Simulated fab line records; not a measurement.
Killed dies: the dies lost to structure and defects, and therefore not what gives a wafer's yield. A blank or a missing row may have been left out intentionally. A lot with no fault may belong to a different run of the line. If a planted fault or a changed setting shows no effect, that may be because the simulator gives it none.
Matching of chambers -- flow nandHarc -- pecvd-01 running NHARC_A_STAIRCASE_DEP_301: 3 sister chambers
The step deposits SiON, target thk 30 nm. 18 wafers are shown with their chamber, then 9 later ones without.

== WAFERS WITH THEIR CHAMBER ==
wafer,chamber,heaterPowerW (W)
L077.1,2,722
L077.4,2,751
L077.5,1,682
L080.1,0,765
L080.2,1,715
L080.5,0,755
L083.2,0,726
L083.5,0,723
L083.6,2,829
L084.1,0,794
L084.3,1,692
L084.5,0,766
L086.4,0,763
L086.5,1,668
L086.6,2,769
L091.1,0,688
L091.3,2,733
L091.6,1,697

SIGNATURES (averages over the wafers above)
reading,chamber 0,chamber 1,chamber 2,scatter within a chamber
heaterPowerW,747.50,690.80,760.80,32.7
Rule: distance of a wafer from a chamber = root of the sum over the readings of ((wafer's reading minus chamber's mean) / reading's scatter) squared. The wafer belongs to the nearest chamber; if the next one is less than 2 further off, it can't be placed. The scatter: the root of (the sum of the squares of (reading less its chamber's mean) over the shown wafers, divided by (wafers less chambers)).

== WAFERS WITHOUT THEIR CHAMBER ==
wafer,heaterPowerW (W)
L092.3,767
L092.4,637
L092.6,763
L094.1,646
L094.3,785
L094.4,732
L095.1,812
L095.4,796
L095.5,807

== EACH ONE'S CHAMBER ==
wafer,from the rows above,in truth
L092.3,can't be placed: 2 or 0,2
L092.4,can't be placed: 1 or 0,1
L092.6,can't be placed: 2 or 0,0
L094.1,can't be placed: 1 or 0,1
L094.3,can't be placed: 2 or 0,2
L094.4,can't be placed: 0 or 2 or 1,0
L095.1,can't be placed: 2 or 0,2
L095.4,can't be placed: 2 or 0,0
L095.5,can't be placed: 2 or 0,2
Correct placement for 0 of the 9. From these rows, 9 cannot be placed; in 9 the true chamber is one of the candidates. Wrongly placed: 0.
